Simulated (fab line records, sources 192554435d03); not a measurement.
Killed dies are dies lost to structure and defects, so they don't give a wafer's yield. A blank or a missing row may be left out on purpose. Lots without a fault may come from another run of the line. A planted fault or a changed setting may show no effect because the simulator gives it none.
fab line records | flow n5_finfet
record lots=6 wafers=18 last_day=18
route steps=1938 shown GATE_CUT@499 BEOL_M4@1111
lots that met no fault: from a run of the same line without faults
start_h: hours from the record's first day to the start of the lot's first wafer shown | wait_h: hours since the lot's step before | " the same as in the row above | L1.1+2: a row that stands for several wafers | - no value, or no start given | * or withheld: withheld | < > ~ a bound
route shown NAME@n: a module of which the file shows steps, and the number in the route of the first | usual: mean/standard deviation of fault-free wafers | same: alike in all rows | chamber/n: place in a boat | sites: the reading at each site | _std_site: their standard deviation | _edge_site: outer sites' mean less inner sites' | radius_mm: how far each site lies from the wafer's centre | mask NAME#n: copy n | behind: the tool/chamber that last shaped the wafer | hold: why the lot was held/for how many hours/how that ended | device: the transistor (n, p or np) that didn't switch | end of line: the same wafers' tests at the end of the route | a step without rows: its recipe alone | killed: dies lost to structure and defects at the first sort, not the wafer's yield | map: a wafer's dies, x killed, . not, _ none there
set.NAME: the setting as run; set.NAME@STEP: as run at that earlier step | model.NAME: the simulator's own value behind a step, which no gauge read
lots at some steps of the route; a table a step, a row a wafer
services: from which hour (start_h, from the record's first day; less than 0 if before it) a tool's chamber was out of use, for how many hours, and why
## steps
# step N5_GATE_CUT_ETCH_19
# recipe chemistry=CH3F/O2 target=SiNx mask_material=SiO2 target_depth_a=537 time_s=76.7 pressure_mtorr=30 source_w=395 bias_w=73 Ar_flow_sccm=150 CH3F_flow_sccm=30 O2_flow_sccm=20 ion_energy_ev=120 ends=cleared
# usual drypump_motor_current_A=5.7/0.34 etch_rf_on_time_s=76.8/1.1 oes_ar_750_au=0.78/0.074 oes_product_au=0.67/0.066 rf_fwd_power_W=391.0/1.5 rf_vpp_V=296.8/2.3 showerhead_plenum_p_Torr=1.99/0.081 throttle_valve_pct=16.40/0.2
# columns lot.wafer tool chamber start_h wait_h drypump_motor_current_A etch_rf_on_time_s oes_ar_750_au oes_product_au rf_fwd_power_W rf_hours_counter_h rf_vpp_V showerhead_plenum_p_Torr throttle_valve_pct
L158.1 rie_diel-06 0 137.88 0.0 5.7 77.8 0.83 0.70 389.0 93 296.4 2.10 16.34
L158.3 " 1 " " 5.9 75.7 0.77 0.67 391.5 121 299.6 1.85 16.71
L158.4 " 3 " " 5.3 78.6 0.70 0.58 392.5 250 294.2 1.89 16.36
L159.2 rie_diel-02 1 144.98 0.0 6.3 76.5 0.80 0.69 387.9 90 298.4 2.10 16.62
L159.3 " 0 " " 5.4 77.1 0.72 0.60 391.5 227 297.7 2.06 16.40
L159.6 " 0 " " 5.4 77.6 0.71 0.60 391.2 - 296.0 2.06 16.39
L167.4 rie_diel-06 0 192.65 0.0 5.7 77.0 0.81 0.69 391.9 108 295.3 2.10 16.39
L167.5 " 2 " " 5.9 77.0 0.72 0.62 391.5 - 292.6 1.91 16.68
L167.6 " 3 " " 5.3 74.9 0.97 0.85 390.3 - 300.7 2.14 15.91
L168.1 rie_diel-05 3 200.21 0.0 5.5 75.8 0.92 0.79 391.5 19 297.3 1.97 16.14
L168.2 " 0 " " 6.1 75.4 0.72 0.62 390.0 168 297.3 2.00 16.41
L168.5 " 0 " " 6.1 76.0 0.72 0.62 391.5 - 296.3 2.00 16.39
L171.3 rie_diel-02 0 215.56 0.0 5.4 77.1 0.70 0.59 390.8 249 296.7 2.05 16.44
L171.4 " 3 " " 5.5 78.5 0.74 0.63 391.2 169 300.4 1.99 16.46
L171.6 " 3 " " 5.5 77.8 0.75 0.63 394.1 - 299.4 1.99 16.46
L172.2 rie_diel-05 3 222.79 0.0 5.6 76.1 0.91 0.78 390.8 26 297.9 1.97 16.17
L172.3 " 0 " " 6.1 75.7 0.72 0.61 391.1 175 296.0 2.00 16.42
L172.5 " 1 " " 5.2 75.6 0.86 0.74 392.0 - 291.9 1.96 16.28
# step N5_GATE_CUT_CUT_ETCH_53
# recipe chemistry=SF6/Cl2 target=W mask_material=SiO2 target_depth_a=792 pressure_mtorr=8 icp_w=900 bias_w=80 SF6_flow_sccm=40 Cl2_flow_sccm=60 ends=cleared
# step N5_GATE_CUT_CUT_ETCH_54
# recipe chemistry=Cl2/BCl3 target=TiN mask_material=SiO2 target_depth_a=967 pressure_mtorr=10 icp_w=1000 bias_w=126 Cl2_flow_sccm=53.25 bcl3_flow_sccm=21.75 Ar_flow_sccm=25 ends=cleared
# step N5_GATE_CUT_CUT_ETCH_55
# recipe chemistry=BCl3 target=HfO2 mask_material=SiO2 target_depth_a=32 ion_energy_ev=30 pressure_mtorr=5 icp_w=450 bias_w=18 bcl3_flow_sccm=80
# usual drypump_motor_current_A=5.8/0.34 oes_product_au=0.80/0.12 rf_fwd_power_W=440.7/2.4 throttle_valve_pct=33.02/0.26
# columns lot.wafer tool chamber start_h wait_h drypump_motor_current_A oes_product_au rf_fwd_power_W rf_hours_counter_h throttle_valve_pct
L158.1 rie_metal-02 1 138.10 0.0 5.7 0.57 440.1 141 33.22
L158.3 " 0 " " 5.3 0.76 441.2 - 33.31
L158.4 " 1 " " 5.7 0.58 438.7 - 33.22
L159.2 rie_metal-01 1 145.24 0.1 6.3 0.63 435.6 101 32.81
L159.3 " 0 " " 6.1 0.96 441.7 - 33.00
L159.6 " 0 " " 6.1 0.96 439.9 - 33.00
L167.4 rie_metal-01 0 192.89 0.0 6.1 0.93 441.1 - 33.01
L167.5 " 1 " " 6.2 0.64 440.6 - 32.82
L167.6 " 0 " " 6.1 0.92 441.3 - 33.03
L168.1 rie_metal-01 0 200.44 0.0 6.1 0.91 442.0 5 33.02
L168.2 " 1 " " 6.2 0.64 440.7 106 32.81
L168.5 " 1 " " 6.2 0.64 439.4 - 32.81
L171.3 rie_metal-02 0 215.80 0.0 5.3 0.73 440.5 - 33.32
L171.4 " 1 " " 5.7 0.96 437.9 - 33.17
L171.6 " 0 " " 5.3 0.73 440.2 - 33.31
L172.2 rie_metal-01 0 223.02 0.0 6.1 0.89 439.1 8 33.03
L172.3 " 1 " " 6.2 0.64 438.4 - 32.83
L172.5 " 0 " " 6.1 0.90 439.3 - 33.01
# step N5_GATE_CUT_ETCH_47
# recipe chemistry=Cl2/BCl3 target=SiO2 target_depth_a=100 pressure_mtorr=10 icp_w=1000 bias_w=126 Cl2_flow_sccm=53.25 bcl3_flow_sccm=21.75 Ar_flow_sccm=25
# usual drypump_motor_current_A=5.8/0.34 oes_ar_750_au=0.80/0.12 oes_product_au=0.80/0.12 rf_fwd_power_W=980/5.6 throttle_valve_pct=22.80/0.15
# columns lot.wafer tool chamber start_h wait_h drypump_motor_current_A oes_ar_750_au oes_product_au rf_fwd_power_W rf_hours_counter_h throttle_valve_pct
L158.1 rie_metal-02 1 138.13 0.0 5.7 0.59 0.57 975 141 23.05
L158.3 " 0 " " 5.3 0.76 0.76 978 - 23.05
L158.4 " 1 " " 5.7 0.59 0.57 976 - 23.07
L159.2 rie_metal-01 1 145.28 0.0 6.2 0.64 0.63 972 101 22.74
L159.3 " 0 " " 6.1 0.96 0.96 976 - 22.62
L159.6 " 0 " " 6.1 0.97 0.96 974 - 22.64
L167.4 rie_metal-01 0 192.92 0.0 6.1 0.92 0.92 985 - 22.63
L167.5 " 1 " " 6.2 0.64 0.64 971 - 22.73
L167.6 " 0 " " 6.1 0.93 0.92 984 - 22.64
L168.1 rie_metal-01 0 200.47 0.0 6.1 0.91 0.91 975 5 22.65
L168.2 " 1 " " 6.3 0.63 0.64 980 106 22.74
L168.5 " 1 " " 6.2 0.63 0.63 980 - 22.70
L171.3 rie_metal-02 0 215.83 0.0 5.3 0.74 0.74 980 - 23.07
L171.4 " 1 " " 5.7 0.96 0.94 977 - 22.81
L171.6 " 0 " " 5.3 0.74 0.73 981 - 23.07
L172.2 rie_metal-01 0 223.05 0.0 6.1 0.90 0.90 982 8 22.65
L172.3 " 1 " " 6.2 0.63 0.63 978 - 22.74
L172.5 " 0 " " 6.1 0.90 0.90 979 - 22.64
# step N5_GATE_CUT_VAPOR_ETCH_48
# recipe chemistry=BCl3/Cl2 target=TiN mode=isotropic
# usual drypump_motor_current_A=5.8/0.35 oes_product_au=0.80/0.12
# columns lot.wafer tool chamber start_h wait_h drypump_motor_current_A oes_product_au
L158.1 rie_metal-02 1 138.16 0.0 5.7 0.58
L158.3 " 0 " " 5.3 0.76
L158.4 " 1 " " 5.7 0.57
L159.2 rie_metal-01 1 145.32 0.0 6.2 0.64
L159.3 " 0 " " 6.1 0.97
L159.6 " 0 " " 6.1 0.96
L167.4 rie_metal-01 0 192.95 0.0 6.1 0.92
L167.5 " 1 " " 6.3 0.64
L167.6 " 0 " " 6.1 0.92
L168.1 rie_metal-01 0 200.50 0.0 6.1 0.90
L168.2 " 1 " " 6.2 0.64
L168.5 " 1 " " 6.2 0.63
L171.3 rie_metal-02 0 215.86 0.0 5.3 0.74
L171.4 " 1 " " 5.7 0.97
L171.6 " 0 " " 5.3 0.74
L172.2 rie_metal-01 0 223.08 0.0 6.1 0.90
L172.3 " 1 " " 6.2 0.63
L172.5 " 0 " " 6.1 0.89
# step N5_GATE_CUT_VAPOR_ETCH_49
# recipe chemistry=BCl3/Cl2 target=TiAlC mode=isotropic
# step N5_GATE_CUT_VAPOR_ETCH_51
# recipe chemistry=BCl3/Cl2 target=HfO2 mode=isotropic
# step N5_GATE_CUT_STRIP_21
# recipe chemistry=N2/H2 time_s=30 power_w=1000 temp_c=250 pressure_mtorr=withheld n2_flow_sccm=1750 h2_flow_sccm=3250
# usual drypump_motor_current_A=5.4/0.45 heater_power_w=333/24
# columns lot.wafer tool chamber start_h wait_h drypump_motor_current_A heater_power_w rf_hours_counter_h
L158.1 plasma_asher-01 0 138.27 0.0 4.9 327 51
L158.3 " 0 " " 4.9 327 -
L158.4 " 1 " " 6.0 369 -
L159.2 plasma_asher-02 1 145.46 0.0 5.0 348 98
L159.3 " 0 " " 5.7 295 -
L159.6 " 1 " " 5.0 352 -
L167.4 plasma_asher-01 1 193.07 0.1 6.0 362 -
L167.5 " 0 " " 4.9 319 -
L167.6 " 1 " " 6.0 350 -
L168.1 plasma_asher-02 1 200.61 0.0 5.0 343 109
L168.2 " 0 " " 5.7 295 109
L168.5 " 0 " " 5.7 301 -
L171.3 plasma_asher-01 1 215.98 0.1 6.0 353 -
L171.4 " 0 " " 4.9 325 -
L171.6 " 1 " " 6.0 357 -
L172.2 plasma_asher-01 1 223.19 0.0 6.0 360 67
L172.3 " 1 " " 6.0 354 -
L172.5 " 1 " " 6.0 358 -
# step N5_GATE_CUT_STRIP_29
# recipe chemistry=post_etch_residue_remover time_s=60 temp_c=25 remover_ph=withheld remover_water_wt_pct=withheld remover_fluoride_wt_pct=withheld
# step N5_GATE_CUT_SRD_52
# recipe dry=ipa_marangoni time_s=30 temp_c=23 rinse_liquid=diw
# step N5_GATE_CUT_ALD_22
# recipe material=SiNx target_thk_a=160 temp_c=400 ald_precursor_family=SiH2I2 ald_co_reactant=N2/H2-plasma pulse_time_s=1 ald_cycles=320 purge_time_s=2 co_reactant_purge_time_s=2 pressure_torr=2
# step N5_GATE_CUT_CMP_23
# recipe stop_on=SiO2 t_overpolish_s=23.4 post_cmp_clean=alkaline_brush down_force_psi=2.5 platen_rpm=51.8 pad_velocity_m_s=1.0307 target_thk_nm=16
# usual head_pressure_psi=2.500/0.0059 motor_current_A=8.8/0.79 overpolish_run_s=23.401/0.0086 time_to_endpoint_s=18.7/1.9
# columns lot.wafer tool chamber start_h wait_h head_pressure_psi motor_current_A overpolish_run_s time_to_endpoint_s
L158.3 cmp-04 1 139.92 0.8 2.496 8.9 23.411 18.4
L158.4 " 2 " " 2.500 10.1 23.396 19.9
L158.1 " 0 " " 2.505 7.8 23.410 19.6
L159.2 cmp-01 3 147.15 0.8 2.505 9.9 23.412 19.1
L159.3 " 0 " " 2.504 9.1 23.397 21.4
L159.6 " 2 " " 2.503 8.3 23.394 17.5
L167.4 cmp-01 3 194.73 0.8 2.500 10.0 23.408 18.0
L167.6 " 2 " " 2.507 8.3 23.393 18.6
L167.5 " 3 " " 2.498 9.6 23.407 37.5
L168.2 cmp-01 1 202.25 0.8 2.510 9.4 23.397 18.6
L168.1 " 3 " " 2.506 9.6 23.398 38.6
L168.5 " 2 " " 2.505 7.9 23.409 34.9
L171.3 cmp-04 0 217.66 0.8 2.499 7.9 23.396 18.2
L171.4 " 1 " " 2.508 8.6 23.382 18.8
L171.6 " 1 " " 2.502 9.4 23.397 19.8
L172.3 cmp-02 3 224.84 0.8 2.501 8.5 23.396 18.2
L172.2 " 0 " " 2.498 7.7 23.414 17.7
L172.5 " 0 " " 2.500 8.1 23.392 16.4
# step N5_GATE_CUT_THK_MEAS_24
# recipe reads=SiO2_of_GATE_CUT_HM_DEP_46+SiO2_flowable_of_ILD0_FCVD_FILL_01
# usual GC_FILL_THK=219.9/1.9
# columns lot.wafer tool chamber start_h wait_h GC_FILL_THK[nm]
L158.1 film_metro-01 - 140.21 - 219.5
L158.3 " - " " 219.0
L158.4 " - " " 221.2
L159.2 film_metro-01 - 147.40 - 219.8
L159.3 " - " " 219.9
L159.6 " - " " 220.7
L167.4 film_metro-02 - 194.99 - 223.7
L167.5 " - " " 225.5
L167.6 " - " " 222.4
L168.1 film_metro-01 - 202.55 - 222.4
L168.2 " - " " 220.7
L168.5 " - " " 224.2
L171.3 film_metro-02 - 217.96 - 217.1
L171.4 " - " " 218.3
L171.6 " - " " 221.1
L172.2 film_metro-01 - 225.13 - 219.2
L172.3 " - " " 220.1
L172.5 " - " " 221.7
# step N5_BEOL_M4_RC_MEAS_101
# usual DIBL_N=36.3/1.6 DIBL_P=36.5/1.6 IOFF_N=0.163/0.026 IOFF_P=0.22/0.033 ION_N=676/9.9 ION_P=464/6.5 SS_N=71.5/0.5 SS_P=73.3/0.64 VT_N=249.3/2.9 VT_P=-250/3.2
# columns lot.wafer tool chamber start_h wait_h DIBL_N[mV/V] DIBL_P[mV/V] IOFF_N[nA/um] IOFF_P[nA/um] ION_N[uA/um] ION_P[uA/um] SS_N[mV/dec] SS_P[mV/dec] VT_N[mV] VT_P[mV]
L158.1 prober-02 0 234.64 0.0 38.6 37.4 0.206 0.25 683 462 72.3 73.8 246.6 -247
L158.3 " 0 " " 37.5 36.7 0.191 0.25 694 471 71.6 73.3 244.8 -247
L158.4 " 0 " " 37.9 36.6 0.196 0.24 684 472 72.0 73.9 244.2 -247
L159.2 prober-02 0 254.54 0.2 35.6 35.8 0.148 0.21 676 454 72.2 73.1 248.0 -250
L159.3 " 0 " " 35.1 35.2 0.147 0.20 685 475 71.0 73.3 250.1 -250
L159.6 " 0 " " 37.0 37.3 0.172 0.23 678 465 71.0 73.6 248.6 -249
L167.4 prober-01 0 283.08 0.5 37.4 36.6 0.164 0.23 691 472 71.9 72.7 245.5 -246
L167.5 " 0 " " 37.8 36.6 0.180 0.22 690 474 71.4 72.9 244.9 -247
L167.6 " 0 " " 37.0 35.2 0.155 0.20 674 466 72.0 72.9 251.6 -248
L168.1 prober-01 0 307.17 0.0 35.5 36.1 0.146 0.24 666 465 71.4 73.5 250.9 -246
L168.2 " 0 " " 34.7 35.0 0.142 0.22 670 472 71.2 72.6 253.0 -246
L168.5 " 0 " " 33.1 33.0 0.111 0.19 663 466 71.0 72.3 256.7 -250
L171.3 prober-01 0 316.60 0.3 34.6 35.1 0.143 0.20 673 466 71.2 73.8 250.6 -251
L171.4 " 0 " " 35.5 36.2 0.160 0.22 671 470 71.4 73.5 250.8 -247
L171.6 " 0 " " 35.7 36.6 0.165 0.22 684 473 71.3 73.8 248.6 -250
L172.2 prober-01 0 320.63 0.2 36.4 35.6 0.161 0.23 686 466 72.0 73.8 247.9 -248
L172.3 " 0 " " 36.5 35.7 0.180 0.24 687 467 71.3 73.3 248.0 -247
L172.5 " 0 " " 37.7 36.8 0.195 0.25 691 467 72.5 74.8 244.9 -246
## services
# columns tool chamber start_h hours kind
cmp-04 - 134.97 0.8 repair
cmp-01 - 139.81 3.7 pm
rie_metal-02 1 145.23 - clean
rie_metal-02 1 145.23 16.0 scheduled_down
rie_metal-02 1 145.23 16.0 vent_cycle
cmp-04 - 145.28 1.4 repair
rie_diel-06 0 151.75 8.8 repair
rie_diel-06 3 160.69 - clean
rie_diel-06 3 160.69 - consumable_replace:focus_ring
rie_diel-06 3 160.69 - consumable_replace:showerhead
rie_diel-06 3 160.69 18.1 scheduled_down
rie_diel-06 3 160.69 18.1 vent_cycle
plasma_asher-02 - 160.82 2.8 pm
cmp-02 - 160.82 0.3 repair
cmp-01 - 182.05 0.7 repair
rie_diel-06 1 185.66 1.9 repair
rie_diel-02 2 186.31 1.2 repair
cmp-04 - 191.68 0.3 repair
cmp-02 - 205.70 5.9 pm
rie_diel-02 - 211.42 0.1 repair
rie_diel-02 0 219.73 - clean
rie_diel-02 0 219.73 - consumable_replace:focus_ring
rie_diel-02 0 219.73 32.4 scheduled_down
rie_metal-02 - 224.83 1.2 repair
## key
first_sign step=N5_GATE_CUT_CMP_23 reading=time_to_endpoint_s direction=up sigmas=9.7 usual=* struck=*
effect none on later readings
met_at N5_GATE_CUT_CMP_23
struck_wafers L167.5,L168.1,L168.5
onset_between 147.15 194.73
fault kind=process_parameter_drift tool=cmp-01 chamber=- onset_h=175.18 steps=N5_GATE_CUT_CMP_23 channel=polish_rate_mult offset=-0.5 shape=step end_h=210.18 scope=struck_wafers_only
